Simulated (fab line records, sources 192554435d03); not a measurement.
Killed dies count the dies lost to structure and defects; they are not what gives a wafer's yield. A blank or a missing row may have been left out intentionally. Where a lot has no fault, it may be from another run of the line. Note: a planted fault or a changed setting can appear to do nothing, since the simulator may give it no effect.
Chamber matching | flow n5_finfet | 4 sister chambers for N5_BEOL_M4_ETCH_64 on rie_diel-03
The step etches SOC in N2/H2, target depth 75 nm, overetch 22.5 nm, time 121.9 s. 4 wafers are shown with their chamber, then 9 later ones without.

WAFERS, EACH WITH ITS CHAMBER
wafer  | chamber | drypump_motor_current_A (A)
L090.2 | 1       | 4.9
L093.4 | 0       | 6.2
L093.5 | 3       | 5.8
L093.6 | 2       | 5.8

WAFERS WITHOUT THEIR CHAMBER
wafer  | drypump_motor_current_A (A)
L094.2 | 5.8
L094.3 | 4.8
L094.4 | 5.8
L096.1 | 4.8
L096.2 | 5.7
L096.6 | 5.8
L097.1 | 4.8
L097.3 | 5.8
L097.5 | 5.8

WHICH CHAMBER EACH ONE RAN IN
wafer  | from the rows above     | in truth
L094.2 | can't be placed: 2 or 3 | 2
L094.3 | 1                       | 1
L094.4 | can't be placed: 2 or 3 | 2
L096.1 | 1                       | 1
L096.2 | can't be placed: 2 or 3 | 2
L096.6 | can't be placed: 2 or 3 | 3
L097.1 | 1                       | 1
L097.3 | can't be placed: 2 or 3 | 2
L097.5 | can't be placed: 2 or 3 | 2
3 of 9 placed correctly. Can't be placed from these rows: 6 (the true chamber is among the candidates in 6). Number placed wrongly: 0.
How it was worked out, from the rows above alone: a wafer's distance from a chamber is the root of the sum, over the readings, of the square of ((its reading less the chamber's mean) divided by the reading's scatter). The wafer belongs to the nearest chamber; if the next one is less than 2 further off, it can't be placed. For every chamber, the mean is computed from those of its wafers that are shown. The scatter: root of mean squared gap, hidden wafer to nearest shown wafer, with one shown wafer a chamber.
